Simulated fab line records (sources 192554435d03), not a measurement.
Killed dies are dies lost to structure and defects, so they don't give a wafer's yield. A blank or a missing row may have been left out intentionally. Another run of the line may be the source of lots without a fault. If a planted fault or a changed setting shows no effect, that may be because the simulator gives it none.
What tool caused it? ; flow n5Finfet ; route of 1938 steps, sampled at 1 step: 12 lots, 36 wafers

## WHAT THE GAUGES SHOWED, per wafer
N5_BEOL_M7_OVL_MEAS_29. Usual: V6_OVL -0.2 nm, standard deviation 0.63.
lot;measured;on;V6_OVL (nm);flag
L680;day 9 13:10;overlay-01;0.4 -0.3 -0.2;
L681;day 9 20:21;overlay-01;-0.4 -1.1 -0.6;
L682;day 10 02:02;overlay-02;-0.8 -0.9 -0.1;
L684;day 10 14:53;overlay-02;-0.1 -0.4 -0.9;
L685;day 10 21:10;overlay-01;0.3 0.9 0.1;
L686;day 11 01:53;overlay-02;-0.3 -0.4 0.0;
L688;day 11 18:25;overlay-02;-0.2 -0.4 0.1;
L690;day 12 03:29;overlay-02;0.5 0.1 0.2;
L697;day 13 15:46;overlay-02;-0.5 -0.1 -0.6;
L700;day 13 23:11;overlay-01;-1.0 -0.9 -0.2;
L698;day 14 02:23;overlay-02;-0.2 0.0 0.2;
L702;day 14 19:27;overlay-02;-0.4 -0.8 -0.4;

## WHAT TOOL EACH LOT RAN ON (gives the tool, then ch and the chambers of the sampled wafers, and finally the start)
Before these readings, the record contains no process step.

## WHAT THE TOOLS THEMSELVES READ (means of the sampled wafers that have a number; where no wafer has one, the mark that the record gives instead)
The record holds no such reading with a usual standard deviation.

## THE ANSWER, worked out from the rows above alone
Rule: lot off if the mean of its wafers having a number is beyond 3 standard deviations from the usual mean. A lot without any number at a reading at which 4 lots or more have one is off too. Any other lot the step has rows for is counted as sound. After the gauges, taken in route order, come the tools' own readings; for these a lot's mean is taken, as printed above. The first step at which some lot is off is used, and at that step the reading that is off furthest; a lot without a number counts as furthest.
No lot is off at any reading shown: from this, nothing can be told.

## WHAT THE SIMULATOR HAD PUT IN
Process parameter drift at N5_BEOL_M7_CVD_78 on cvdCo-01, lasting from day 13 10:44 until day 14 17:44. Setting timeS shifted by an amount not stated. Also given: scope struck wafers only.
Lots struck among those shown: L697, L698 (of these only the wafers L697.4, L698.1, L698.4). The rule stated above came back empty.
